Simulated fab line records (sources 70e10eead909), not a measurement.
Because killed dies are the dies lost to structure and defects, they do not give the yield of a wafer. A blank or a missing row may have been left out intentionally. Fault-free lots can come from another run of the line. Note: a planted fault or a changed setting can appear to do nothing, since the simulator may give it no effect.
fab line records	flow nandHarc
record: lots: 24	wafers: 72	lastDay: 33
route steps=1302 shown P_M1@302 P_M2@329 P_BONDPAD@353
lots that met no fault: from a run of the same line without faults
startH: start of the lot's first displayed wafer, in hours after the record's first day	waitH: hours from the lot's prior step to this one	" as in the row above	L1.1+2: one row covering several wafers at once	- no value, or no start given	* or withheld: withheld	< > ~ a bound
route shown NAME@n: a module of which the file shows steps, and the number in the route of the first	usual: mean and standard deviation over wafers with no fault	same: alike in all rows	chamber/n: place in a boat	sites: the reading at each site	_std_site: the values' standard deviation	_edge_site: mean of outer sites minus mean of inner sites	radiusMm: how far each site lies from the wafer's centre	mask NAME#n: copy n	behind: tool/chamber where the wafer was last shaped	hold: reason for holding the lot/hours on hold/outcome of the hold	device: the n, p or np transistor that did not switch	end of line: at the end of the route, the tests of the same wafers	a step without rows: its recipe alone	killed: count of dies lost to structure and defects at first sort (not the wafer's yield)	map: shows each die of a wafer: x if killed, . if not, _ if none is there
set.NAME: the run value of the setting; set.NAME@STEP: its run value at that earlier step	model.NAME: the simulator's own value behind a step, which no gauge read
the route's steps for a sample of lots (tables are steps, rows are wafers)
services: a tool's chamber out of use, with start hour (startH, from the record's first day; less than 0 if before it), hours out, and reason
== steps ==
step: NHARC_P_M1_STRIP_18
recipe: powerW: 1000	n2FlowSccm: 150	h2FlowSccm: 150	arFlowSccm: 0	biasW: 0	chemistry: N2/H2
usual: drypumpMotorCurrentA: 5.8/0.48	h2FlowSccm: 150.0/0.45	oesProductAu: 1.003/0.0086	rfVppV: 90.6/0.74	showerheadPlenumPTorr: 2.03/0.063	throttleValvePct: 14.172/0.0094
lot.wafer	tool	chamber	startH	waitH	drypumpMotorCurrentA	h2FlowSccm	oesProductAu	rfHoursCounterH	rfVppV	showerheadPlenumPTorr	throttleValvePct
L074.2	rieDiel-11	1	128.79	0.1	5.5	149.4	0.999	4	90.4	2.05	14.178
L074.1	"	2	"	"	5.7	150.8	0.994	4	90.5	2.00	14.169
L074.5	"	0	"	"	6.4	149.6	0.995	-	91.4	2.06	14.170
L075.3	rieDiel-11	0	134.72	0.1	6.4	150.3	0.991	4	90.4	2.06	14.182
L075.2	"	1	"	"	5.5	150.6	1.000	5	91.0	2.05	14.181
L075.1	"	3	"	"	5.9	149.8	0.999	4	91.2	2.12	14.165
L076.1	rieDiel-08	0	140.97	0.1	5.1	149.8	0.985	7	89.4	2.08	14.173
L076.4	"	3	"	"	5.6	150.1	0.996	6	90.6	2.00	14.144
L076.5	"	1	"	"	5.7	149.5	1.009	-	89.5	1.90	14.149
L077.2	rieDiel-08	1	151.10	0.1	5.7	149.7	1.004	7	89.4	1.90	14.173
L077.5	"	2	"	"	6.0	149.6	0.995	-	90.9	2.05	14.173
L077.6	"	3	"	"	5.6	150.7	0.995	-	90.4	2.00	14.156
L078.1	rieDiel-08	3	165.03	0.1	5.6	149.8	0.989	8	90.0	2.00	14.176
L078.3	"	2	"	"	6.0	150.0	0.994	9	90.1	2.05	14.176
L078.5	"	0	"	"	5.0	150.3	0.989	-	91.0	2.08	14.179
L079.2	rieDiel-11	3	172.97	0.1	5.9	150.0	0.998	6	91.2	2.12	14.183
L079.4	"	1	"	"	5.5	150.3	1.009	7	91.2	2.05	14.187
L079.5	"	3	"	"	5.9	149.5	1.007	-	90.3	2.12	14.157
L080.4	rieDiel-11	3	183.89	0.1	5.9	150.3	1.006	8	89.7	2.12	14.180
L080.2	"	2	"	"	5.8	149.7	0.994	9	89.6	2.00	14.180
L080.5	"	3	"	"	5.9	149.5	1.013	-	90.5	2.12	14.173
L081.3	rieDiel-11	3	198.77	0.1	5.9	149.7	0.999	9	91.7	2.12	14.177
L081.2	"	0	"	"	6.4	150.3	0.995	9	91.4	2.06	14.165
L081.6	"	3	"	"	5.9	150.7	1.006	-	91.0	2.12	14.156
L082.2	rieDiel-11	1	221.48	0.1	5.5	149.7	1.005	12	90.6	2.04	14.169
L082.4	"	3	"	"	5.9	150.1	1.009	12	91.1	2.12	14.156
L082.3	"	0	"	"	6.4	150.2	1.001	12	92.9	2.06	14.182
L083.2	rieDiel-13	2	222.12	0.1	4.8	149.1	1.011	8	90.4	1.98	14.167
L083.6	"	0	"	"	6.5	149.7	1.004	-	90.7	1.99	14.169
L083.4	"	1	"	"	6.6	150.0	1.018	-	91.3	2.12	14.173
L084.3	rieDiel-13	0	223.00	0.1	6.5	149.5	0.996	14	90.9	1.99	14.167
L084.4	"	0	"	"	6.5	150.0	0.994	-	90.8	1.99	14.180
L084.5	"	1	"	"	6.6	150.1	1.011	-	91.5	2.12	14.184
L085.1	rieDiel-08	2	237.63	0.1	6.0	150.2	1.013	2	89.3	2.04	14.177
L085.6	"	2	"	"	6.0	150.0	0.993	-	91.7	2.04	14.177
L085.5	"	3	"	"	5.6	150.7	1.007	-	91.8	2.00	14.166
L086.1	rieDiel-11	0	242.89	0.1	6.4	149.6	0.993	14	91.8	2.06	14.176
L086.4	"	2	"	"	5.8	150.3	1.000	15	91.8	1.99	14.171
L086.5	"	0	"	"	6.4	150.2	0.997	-	90.8	2.06	14.162
L087.4	rieDiel-13	1	262.22	0.1	6.6	150.4	1.003	25	90.7	2.11	14.172
L087.1	"	2	"	"	4.8	150.9	1.007	20	88.7	1.97	14.174
L087.6	"	2	"	"	4.8	150.4	1.009	-	91.1	1.97	14.177
L089.1	rieDiel-11	0	272.68	0.1	6.4	150.4	1.008	0	89.9	2.06	14.161
L089.4	"	1	"	"	5.5	149.7	1.019	0	90.7	2.04	14.166
L089.6	"	1	"	"	5.5	150.9	1.017	-	88.7	2.04	14.170
L088.2	rieDiel-08	2	275.50	0.1	6.0	149.6	1.004	5	90.6	2.04	14.174
L088.4	"	3	"	"	5.6	149.7	1.014	6	90.8	2.00	14.161
L088.1	"	1	"	"	5.7	150.2	1.001	5	90.3	1.90	14.182
L090.1	rieDiel-08	0	286.46	0.1	5.1	149.4	1.013	7	90.9	2.07	14.178
L090.4	"	1	"	"	5.7	150.3	1.012	6	90.7	1.90	14.175
L090.5	"	2	"	"	6.0	150.4	0.998	-	90.3	2.04	14.178
L091.4	rieDiel-08	1	295.11	0.1	5.7	149.5	1.012	7	89.8	1.90	14.161
L091.1	"	3	"	"	5.6	149.7	1.014	7	91.6	2.00	14.164
L091.6	"	0	"	"	5.1	148.8	1.018	-	91.4	2.07	14.161
L093.1	rieDiel-13	2	310.96	0.1	4.8	150.5	1.001	35	90.3	1.97	14.178
L093.6	"	2	"	"	4.8	150.2	1.002	-	89.8	1.97	14.165
L093.5	"	3	"	"	5.7	149.8	1.004	-	91.1	1.89	14.178
L092.4	rieDiel-13	1	311.47	0.1	6.6	150.6	1.004	39	90.7	2.11	14.171
L092.6	"	0	"	"	6.4	150.2	0.993	-	90.0	1.98	14.173
L092.5	"	1	"	"	6.6	150.1	0.990	-	90.7	2.11	14.174
L094.1	rieDiel-11	0	331.55	0.1	6.4	149.9	0.985	7	91.6	2.05	14.180
L094.4	"	3	"	"	5.9	150.5	1.005	7	91.1	2.11	14.180
L094.5	"	1	"	"	5.5	150.1	1.006	-	90.3	2.04	14.193
L095.1	rieDiel-08	1	342.03	0.1	5.7	149.9	0.998	11	90.0	1.89	14.179
L095.4	"	2	"	"	6.0	149.9	1.004	11	91.1	2.04	14.168
L095.2	"	3	"	"	5.6	150.0	1.008	12	90.7	1.99	14.163
L097.2	rieDiel-11	3	356.73	0.1	5.9	150.5	1.018	9	89.7	2.11	14.170
L097.5	"	1	"	"	5.5	150.4	1.028	-	90.8	2.04	14.166
L097.6	"	2	"	"	5.8	149.3	1.003	-	90.3	1.99	14.161
L096.2	rieDiel-11	0	357.42	0.1	6.4	149.9	0.996	9	92.0	2.05	14.178
L096.4	"	3	"	"	5.9	149.5	0.996	9	91.1	2.11	14.185
L096.6	"	1	"	"	5.5	149.5	1.008	-	90.0	2.04	14.153
step: NHARC_P_M2_OVL_MEAS_10
recipe: pitchNm: 340
usual: overlayXNm: 0.0/0.94	overlayYNm: 0.2/0.78
lot.wafer	tool	chamber	startH	waitH	overlayXNm	overlayYNm
L074.1	overlay-02	-	132.98	-	-0.3	0.4
L074.2	"	-	"	"	-0.1	0.0
L074.5	"	-	"	"	0.2	0.9
L075.1	overlay-02	-	138.29	-	1.2	1.3
L075.2	"	-	"	"	1.5	1.8
L075.3	"	-	"	"	1.1	1.3
L076.1	overlay-02	-	144.56	-	-0.5	0.5
L076.4	"	-	"	"	-0.4	-0.2
L076.5	"	-	"	"	-0.8	0.2
L077.2	overlay-01	-	154.85	-	0.8	1.2
L077.5	"	-	"	"	1.4	1.0
L077.6	"	-	"	"	1.1	1.2
L078.1	overlay-02	-	168.72	-	-0.5	0.6
L078.3	"	-	"	"	0.0	0.6
L078.5	"	-	"	"	-0.6	0.8
L079.2	overlay-01	-	176.98	-	2.2	0.6
L079.4	"	-	"	"	1.4	0.4
L079.5	"	-	"	"	1.9	0.4
L080.2	overlay-01	-	187.45	-	-1.1	-0.9
L080.4	"	-	"	"	-1.0	-0.7
L080.5	"	-	"	"	-1.0	-1.0
L081.2	overlay-01	-	202.42	-	-0.2	0.0
L081.3	"	-	"	"	-0.7	0.4
L081.6	"	-	"	"	-0.2	0.4
L082.2	overlay-01	-	225.05	-	-1.2	0.2
L082.3	"	-	"	"	-0.5	-0.1
L082.4	"	-	"	"	-1.2	0.0
L083.2	overlay-01	-	225.85	-	0.1	0.4
L083.4	"	-	"	"	0.2	0.6
L083.6	"	-	"	"	-0.5	-0.3
L084.3	overlay-02	-	226.72	-	-1.3	1.2
L084.4	"	-	"	"	-0.5	1.6
L084.5	"	-	"	"	-0.6	1.0
L085.1	overlay-01	-	241.27	-	1.0	-0.7
L085.5	"	-	"	"	0.9	-0.7
L085.6	"	-	"	"	1.2	-0.6
L086.1	overlay-02	-	246.57	-	0.0	1.4
L086.4	"	-	"	"	0.1	1.1
L086.5	"	-	"	"	-0.2	1.5
L087.1	overlay-02	-	265.78	-	0.9	1.3
L087.4	"	-	"	"	0.6	0.9
L087.6	"	-	"	"	0.6	0.9
L089.1	overlay-01	-	276.40	-	-0.7	-1.2
L089.4	"	-	"	"	0.1	-1.1
L089.6	"	-	"	"	-0.3	-1.1
L088.1	overlay-01	-	279.04	-	0.6	0.6
L088.2	"	-	"	"	0.8	0.5
L088.4	"	-	"	"	0.4	0.9
L090.1	overlay-02	-	290.12	-	0.3	0.4
L090.4	"	-	"	"	-0.3	0.4
L090.5	"	-	"	"	0.2	0.3
L091.1	overlay-02	-	298.67	-	-0.2	-1.1
L091.4	"	-	"	"	-1.0	-1.0
L091.6	"	-	"	"	0.3	-1.3
L093.1	overlay-02	-	314.70	-	0.2	-0.1
L093.5	"	-	"	"	0.3	-0.5
L093.6	"	-	"	"	0.0	-0.4
L092.4	overlay-02	-	315.34	-	-1.0	-0.3
L092.5	"	-	"	"	-0.3	-0.3
L092.6	"	-	"	"	-1.2	-0.4
L094.1	overlay-02	-	335.10	-	0.0	1.1
L094.4	"	-	"	"	-0.4	1.5
L094.5	"	-	"	"	0.2	0.7
L095.1	overlay-02	-	345.55	-	1.5	0.0
L095.2	"	-	"	"	1.5	-0.2
L095.4	"	-	"	"	2.1	-0.5
L097.2	overlay-02	-	360.24	-	-0.7	-0.4
L097.5	"	-	"	"	-1.1	-0.6
L097.6	"	-	"	"	-1.0	-0.2
L096.2	overlay-01	-	361.63	-	-1.6	-0.8
L096.4	"	-	"	"	-1.5	-0.8
L096.6	"	-	"	"	-1.7	-0.8
step: NHARC_P_M2_ETCH_28
recipe: targetDepthA: 300	overEtchFrac: 0.3	timeS: 72.99	ionEnergyEv: 150	cf4FlowSccm: 50	n2FlowSccm: 100	arFlowSccm: 150	rfW: 300	biasW: 100	chemistry: CF4/N2
usual: drypumpMotorCurrentA: 5.6/0.43	oesProductAu: 1.003/0.009	rfVppV: 314.9/1.9	showerheadPlenumPTorr: 2.67/0.1	throttleValvePct: 19.795/0.009
lot.wafer	tool	chamber	startH	waitH	drypumpMotorCurrentA	oesProductAu	rfHoursCounterH	rfVppV	showerheadPlenumPTorr	throttleValvePct
L074.2	rieDiel-12	2	-	-	5.4	1.018	1.3	314.9	2.70	19.796
L074.1	"	0	"	"	5.3	1.015	0.7	314.8	2.73	19.773
L074.5	"	1	"	"	6.1	1.010	-	314.0	2.67	19.796
L075.3	rieDiel-12	3	-	-	5.3	1.004	1.2	316.0	2.78	19.798
L075.2	"	1	"	"	6.1	0.997	1.5	315.5	2.67	19.788
L075.1	"	2	"	"	5.4	1.006	1.6	314.4	2.71	19.790
L076.1	rieDiel-12	0	-	-	5.3	1.016	1.2	317.0	2.73	19.785
L076.4	"	2	"	"	5.4	1.016	1.8	314.1	2.70	19.796
L076.5	"	1	"	"	6.0	1.006	-	315.9	2.67	19.802
L077.2	rieDiel-12	1	-	-	6.1	1.009	2.8	315.0	2.67	19.811
L077.6	"	0	"	"	5.3	1.012	-	316.4	2.73	19.802
L077.5	"	1	"	"	6.1	0.996	-	316.4	2.67	19.794
L078.1	rieDiel-12	3	-	-	5.3	1.009	3.6	317.6	2.78	19.792
L078.3	"	1	"	"	6.1	1.004	4.0	314.7	2.66	19.795
L078.5	"	3	"	"	5.4	1.015	-	315.7	2.78	19.799
L079.2	rieDiel-12	0	-	-	5.2	1.005	5.0	314.2	2.72	19.794
L079.4	"	1	"	"	6.1	1.002	4.8	315.0	2.67	19.796
L079.5	"	1	"	"	6.1	1.004	-	315.0	2.67	19.811
L080.4	rieDiel-12	2	-	-	5.4	1.025	4.9	317.0	2.70	19.787
L080.2	"	3	"	"	5.3	1.011	5.3	316.9	2.78	19.789
L080.5	"	1	"	"	6.0	1.013	-	314.3	2.66	19.800
L081.3	rieDiel-02	1	-	-	5.6	0.988	10.7	314.9	2.71	19.807
L081.2	"	2	"	"	5.9	0.991	9.7	310.7	2.46	19.797
L081.6	"	1	"	"	5.6	0.998	-	315.3	2.71	19.796
L082.3	rieDiel-12	2	-	-	5.4	1.002	5.5	314.4	2.70	19.795
L082.2	"	3	"	"	5.3	1.014	6.0	317.0	2.78	19.786
L082.4	"	0	"	"	5.3	1.018	6.6	316.5	2.72	19.806
L083.2	rieDiel-12	2	-	-	5.4	1.005	5.6	316.0	2.70	19.800
L083.4	"	1	"	"	6.1	1.007	6.1	314.9	2.66	19.788
L083.6	"	2	"	"	5.4	1.003	-	315.6	2.70	19.782
L084.3	rieDiel-09	2	-	-	5.2	0.999	1.4	312.8	2.54	19.807
L084.4	"	0	"	"	6.5	1.016	1.4	315.9	2.72	19.813
L084.5	"	2	"	"	5.2	1.006	-	312.4	2.54	19.812
L085.1	rieDiel-02	0	-	-	5.5	0.997	1.3	316.8	2.74	19.794
L085.6	"	0	"	"	5.5	1.006	-	315.5	2.74	19.799
L085.5	"	1	"	"	5.6	0.994	-	315.6	2.71	19.790
L086.4	rieDiel-02	0	-	-	5.5	1.007	1.6	316.1	2.74	19.794
L086.1	"	1	"	"	5.6	1.011	1.7	316.3	2.71	19.792
L086.5	"	0	"	"	5.5	1.011	-	314.3	2.74	19.787
L087.4	rieDiel-09	3	-	-	6.5	1.008	4.0	311.1	2.47	19.790
L087.1	"	0	"	"	6.4	1.008	3.2	314.9	2.72	19.793
L087.6	"	0	"	"	6.4	1.009	-	316.9	2.72	19.790
L089.1	rieDiel-02	0	-	-	5.5	0.990	4.6	317.2	2.74	19.789
L089.4	"	3	"	"	5.1	0.998	4.2	316.4	2.74	19.785
L089.6	"	1	"	"	5.6	0.990	-	315.4	2.71	19.791
L088.4	rieDiel-02	0	-	-	5.5	0.990	4.7	316.3	2.74	19.782
L088.2	"	2	"	"	5.9	0.998	4.0	311.7	2.46	19.801
L088.1	"	3	"	"	5.1	0.999	4.3	314.9	2.74	19.777
L090.1	rieDiel-09	2	-	-	5.2	1.001	6.9	313.4	2.54	19.805
L090.4	"	1	"	"	5.8	0.983	6.2	313.6	2.55	19.820
L090.5	"	3	"	"	6.5	0.999	-	311.7	2.47	19.793
L091.1	rieDiel-12	3	-	-	5.3	0.994	0.9	316.6	2.78	19.789
L091.4	"	0	"	"	5.3	1.001	0.8	315.7	2.72	19.777
L091.6	"	3	"	"	5.3	1.010	-	316.0	2.78	19.795
L093.1	rieDiel-02	3	-	-	5.1	1.001	6.1	314.5	2.74	19.824
L093.5	"	0	"	"	5.5	1.009	-	314.6	2.74	19.809
L093.6	"	1	"	"	5.6	0.999	-	316.1	2.71	19.802
L092.4	rieDiel-02	0	-	-	5.5	1.005	7.0	315.3	2.74	19.797
L092.5	"	3	"	"	5.1	1.010	-	316.2	2.74	19.802
L092.6	"	0	"	"	5.5	1.013	-	316.6	2.74	19.794
L094.1	rieDiel-02	0	-	-	5.5	0.999	7.8	316.0	2.74	19.797
L094.4	"	1	"	"	5.6	0.986	8.2	315.0	2.71	19.792
L094.5	"	3	"	"	5.1	0.997	-	315.7	2.74	19.789
L095.2	rieDiel-09	2	-	-	5.2	1.003	0.7	312.7	2.54	19.795
L095.4	"	3	"	"	6.5	0.995	0.5	312.1	2.47	19.797
L095.1	"	1	"	"	5.8	1.003	0.7	313.8	2.55	19.797
L097.2	rieDiel-09	2	-	-	5.2	0.994	1.7	312.1	2.54	19.797
L097.6	"	0	"	"	6.5	0.994	-	315.4	2.71	19.802
L097.5	"	1	"	"	5.8	0.991	-	311.2	2.55	19.798
L096.4	rieDiel-09	1	-	-	5.8	0.997	1.7	313.6	2.55	19.820
L096.2	"	2	"	"	5.1	0.994	1.7	313.3	2.54	19.789
L096.6	"	3	"	"	6.5	0.989	-	313.2	2.47	19.811
step: NHARC_P_M2_ANNEAL_31
recipe: tempC: 225	timeS: 90
usual: wafer_temp_C_max: 226.2/0.48
lot.wafer	tool	chamber	startH	waitH	wafer_temp_C_max
L074.1	rtpAnneal-02	0	134.85	-	225.9
L074.2	"	0	"	"	225.7
L074.5	"	0	"	"	225.9
L075.1	rtpAnneal-02	0	140.15	0.3	226.1
L075.2	"	0	"	"	226.1
L075.3	"	0	"	"	225.9
L076.1	rtpAnneal-01	0	146.41	-	227.8
L076.4	"	0	"	"	226.8
L076.5	"	0	"	"	226.9
L077.2	rtpAnneal-01	0	156.75	-	226.4
L077.5	"	0	"	"	226.6
L077.6	"	0	"	"	226.7
L078.1	rtpAnneal-02	0	170.57	-	225.8
L078.3	"	0	"	"	225.8
L078.5	"	0	"	"	225.8
L079.2	rtpAnneal-02	0	178.90	-	225.9
L079.4	"	0	"	"	226.0
L079.5	"	0	"	"	225.9
L080.2	rtpAnneal-01	0	189.35	-	226.9
L080.4	"	0	"	"	226.6
L080.5	"	0	"	"	226.4
L081.2	rtpAnneal-01	0	204.32	-	226.6
L081.3	"	0	"	"	226.5
L081.6	"	0	"	"	226.3
L082.2	rtpAnneal-02	0	226.97	0.3	226.1
L082.3	"	0	"	"	226.3
L082.4	"	0	"	"	226.4
L083.2	rtpAnneal-02	0	227.77	0.4	226.2
L083.4	"	0	"	"	225.8
L083.6	"	0	"	"	226.0
L084.3	rtpAnneal-01	0	228.72	0.3	226.7
L084.4	"	0	"	"	227.6
L084.5	"	0	"	"	227.1
L085.1	rtpAnneal-02	0	243.14	-	226.3
L085.5	"	0	"	"	226.0
L085.6	"	0	"	"	226.0
L086.1	rtpAnneal-02	0	248.46	0.3	225.9
L086.4	"	0	"	"	225.8
L086.5	"	0	"	"	226.0
L087.1	rtpAnneal-02	0	267.72	0.4	225.7
L087.4	"	0	"	"	226.0
L087.6	"	0	"	"	226.0
L089.1	rtpAnneal-02	0	278.26	0.3	226.3
L089.4	"	0	"	"	225.7
L089.6	"	0	"	"	226.0
L088.1	rtpAnneal-01	0	280.93	-	226.9
L088.2	"	0	"	"	226.9
L088.4	"	0	"	"	227.4
L090.1	rtpAnneal-02	0	291.96	-	225.9
L090.4	"	0	"	"	226.0
L090.5	"	0	"	"	226.0
L091.1	rtpAnneal-02	0	300.60	0.3	225.8
L091.4	"	0	"	"	226.1
L091.6	"	0	"	"	225.8
L093.1	rtpAnneal-02	0	316.56	0.3	225.7
L093.5	"	0	"	"	225.6
L093.6	"	0	"	"	226.0
L092.4	rtpAnneal-01	0	317.34	-	226.6
L092.5	"	0	"	"	226.8
L092.6	"	0	"	"	227.0
L094.1	rtpAnneal-02	0	336.95	0.3	226.1
L094.4	"	0	"	"	225.9
L094.5	"	0	"	"	225.5
L095.1	rtpAnneal-01	0	347.41	0.3	226.6
L095.2	"	0	"	"	227.0
L095.4	"	0	"	"	226.8
L097.2	rtpAnneal-01	0	362.13	-	226.4
L097.5	"	0	"	"	226.4
L097.6	"	0	"	"	226.5
L096.2	rtpAnneal-02	0	363.59	0.4	226.1
L096.4	"	0	"	"	226.2
L096.6	"	0	"	"	226.1
step: NHARC_P_BONDPAD_THK_MEAS_33
recipe: thkMeasGauge: ellipsometry
usual: thkNm: 199.9/1.1
lot.wafer	tool	chamber	startH	waitH	thkNm
L074.1	filmMetro-02	-	136.92	0.2	199.9
L074.2	"	-	"	"	198.8
L074.5	"	-	"	"	202.4
L075.1	filmMetro-02	-	142.20	0.2	200.1
L075.2	"	-	"	"	200.2
L075.3	"	-	"	"	200.8
L076.1	filmMetro-01	-	148.44	0.2	199.1
L076.4	"	-	"	"	200.0
L076.5	"	-	"	"	200.0
L077.2	filmMetro-02	-	158.74	0.2	199.4
L077.5	"	-	"	"	202.0
L077.6	"	-	"	"	199.3
L078.1	filmMetro-01	-	172.61	0.2	200.5
L078.3	"	-	"	"	198.8
L078.5	"	-	"	"	200.3
L079.2	filmMetro-01	-	180.88	0.2	199.0
L079.4	"	-	"	"	198.8
L079.5	"	-	"	"	200.0
L080.2	filmMetro-02	-	191.34	0.2	200.0
L080.4	"	-	"	"	200.5
L080.5	"	-	"	"	201.2
L081.2	filmMetro-01	-	206.30	0.2	199.2
L081.3	"	-	"	"	199.9
L081.6	"	-	"	"	197.6
L082.2	filmMetro-01	-	228.96	0.2	201.0
L082.3	"	-	"	"	200.8
L082.4	"	-	"	"	201.4
L083.2	filmMetro-01	-	229.74	0.2	200.9
L083.4	"	-	"	"	200.2
L083.6	"	-	"	"	199.4
L084.3	filmMetro-01	-	230.66	0.2	199.8
L084.4	"	-	"	"	199.9
L084.5	"	-	"	"	199.2
L085.1	filmMetro-01	-	245.24	0.2	200.5
L085.5	"	-	"	"	198.6
L085.6	"	-	"	"	199.9
L086.1	filmMetro-02	-	250.49	0.1	198.2
L086.4	"	-	"	"	198.3
L086.5	"	-	"	"	201.4
L087.1	filmMetro-01	-	269.75	0.2	199.5
L087.4	"	-	"	"	203.0
L087.6	"	-	"	"	200.0
L089.1	filmMetro-01	-	280.30	0.1	198.6
L089.4	"	-	"	"	199.5
L089.6	"	-	"	"	198.2
L088.1	filmMetro-02	-	283.04	0.1	200.8
L088.2	"	-	"	"	201.2
L088.4	"	-	"	"	200.2
L090.1	filmMetro-01	-	294.00	0.2	199.8
L090.4	"	-	"	"	199.3
L090.5	"	-	"	"	200.3
L091.1	filmMetro-02	-	302.88	0.2	200.6
L091.4	"	-	"	"	200.2
L091.6	"	-	"	"	198.1
L093.1	filmMetro-02	-	318.60	0.2	199.7
L093.5	"	-	"	"	202.8
L093.6	"	-	"	"	200.7
L092.4	filmMetro-02	-	319.21	0.2	199.7
L092.5	"	-	"	"	201.5
L092.6	"	-	"	"	202.0
L094.1	filmMetro-01	-	338.99	0.2	198.3
L094.4	"	-	"	"	199.9
L094.5	"	-	"	"	199.2
L095.1	filmMetro-01	-	349.45	0.2	199.4
L095.2	"	-	"	"	199.5
L095.4	"	-	"	"	201.7
L097.2	filmMetro-02	-	364.13	0.2	201.4
L097.5	"	-	"	"	199.5
L097.6	"	-	"	"	202.2
L096.2	filmMetro-01	-	365.84	0.2	199.3
L096.4	"	-	"	"	200.5
L096.6	"	-	"	"	199.4
step: NHARC_P_BONDPAD_CD_MEAS_13
usual: cdNm: 499.6/1.3
lot.wafer	tool	chamber	startH	waitH	cdNm
L074.1	cdSem-03	-	138.02	-	499.5
L074.2	"	-	"	"	500.4
L074.5	"	-	"	"	498.9
L075.1	cdSem-02	-	143.30	-	500.2
L075.2	"	-	"	"	499.6
L075.3	"	-	"	"	499.4
L076.1	cdSem-02	-	149.53	-	500.7
L076.4	"	-	"	"	501.3
L076.5	"	-	"	"	500.5
L077.2	cdSem-01	-	159.84	-	500.6
L077.5	"	-	"	"	499.5
L077.6	"	-	"	"	500.6
L078.1	cdSem-01	-	173.76	-	498.2
L078.3	"	-	"	"	500.1
L078.5	"	-	"	"	498.0
L079.2	cdSem-03	-	182.02	-	498.9
L079.4	"	-	"	"	497.1
L079.5	"	-	"	"	497.7
L080.2	cdSem-03	-	192.44	-	500.3
L080.4	"	-	"	"	500.9
L080.5	"	-	"	"	499.0
L081.2	cdSem-02	-	207.44	-	499.6
L081.3	"	-	"	"	499.3
L081.6	"	-	"	"	497.1
L082.2	cdSem-02	-	230.11	-	500.8
L082.3	"	-	"	"	501.3
L082.4	"	-	"	"	501.7
L083.2	cdSem-01	-	230.89	-	500.5
L083.4	"	-	"	"	500.1
L083.6	"	-	"	"	498.2
L084.3	cdSem-02	-	231.77	-	497.7
L084.4	"	-	"	"	497.8
L084.5	"	-	"	"	498.2
L085.1	cdSem-02	-	246.38	-	503.2
L085.5	"	-	"	"	500.4
L085.6	"	-	"	"	503.5
L086.1	cdSem-03	-	251.63	-	498.5
L086.4	"	-	"	"	498.9
L086.5	"	-	"	"	499.0
L087.1	cdSem-01	-	270.89	-	499.9
L087.4	"	-	"	"	499.8
L087.6	"	-	"	"	500.0
L089.1	cdSem-03	-	281.39	-	498.8
L089.4	"	-	"	"	498.5
L089.6	"	-	"	"	499.6
L088.1	cdSem-02	-	284.15	-	500.6
L088.2	"	-	"	"	500.5
L088.4	"	-	"	"	498.0
L090.1	cdSem-01	-	295.10	-	500.8
L090.4	"	-	"	"	499.0
L090.5	"	-	"	"	499.2
L091.1	cdSem-01	-	303.97	-	498.6
L091.4	"	-	"	"	500.6
L091.6	"	-	"	"	498.3
L093.1	cdSem-02	-	319.61	-	499.3
L093.5	"	-	"	"	497.8
L093.6	"	-	"	"	500.1
L092.4	cdSem-02	-	320.31	-	499.8
L092.5	"	-	"	"	497.9
L092.6	"	-	"	"	500.1
L094.1	cdSem-02	-	340.08	-	499.6
L094.4	"	-	"	"	497.8
L094.5	"	-	"	"	500.0
L095.1	cdSem-01	-	350.55	-	501.2
L095.2	"	-	"	"	501.4
L095.4	"	-	"	"	503.0
L097.2	cdSem-03	-	365.22	-	500.1
L097.5	"	-	"	"	497.2
L097.6	"	-	"	"	499.6
L096.2	cdSem-01	-	366.85	-	497.3
L096.4	"	-	"	"	499.7
L096.6	"	-	"	"	499.6
== services ==
tool	chamber	startH	hours	kind
rieDiel-09	2	127.64	3.1	repair
rieDiel-08	1	128.85	6.0	repair
rieDiel-09	2	137.26	3.3	repair
rieDiel-08	0	141.73	14.4	repair
rieDiel-09	-	143.10	9.0	pm
rieDiel-11	-	150.76	1.1	repair
rieDiel-11	2	164.83	2.9	repair
rieDiel-09	-	165.66	52.8	repair
rieDiel-12	3	182.55	2.5	repair
rieDiel-08	0	183.57	11.3	repair
rieDiel-02	0	184.27	3.9	repair
rieDiel-08	-	190.80	9.0	pm
rieDiel-12	1	195.26	6.4	repair
rieDiel-11	2	206.41	6.2	repair
rieDiel-02	-	216.70	9.0	pm
rieDiel-09	3	233.93	11.8	repair
rieDiel-09	0	236.61	15.8	repair
rieDiel-11	1	244.97	5.7	repair
rieDiel-11	-	255.50	9.0	pm
rieDiel-12	-	268.46	9.0	pm
rieDiel-09	-	271.89	1.1	repair
rtpAnneal-01	-	290.06	0.6	repair
rieDiel-11	-	302.14	0.7	repair
rieDiel-02	1	316.32	2.1	repair
== key ==
fault none
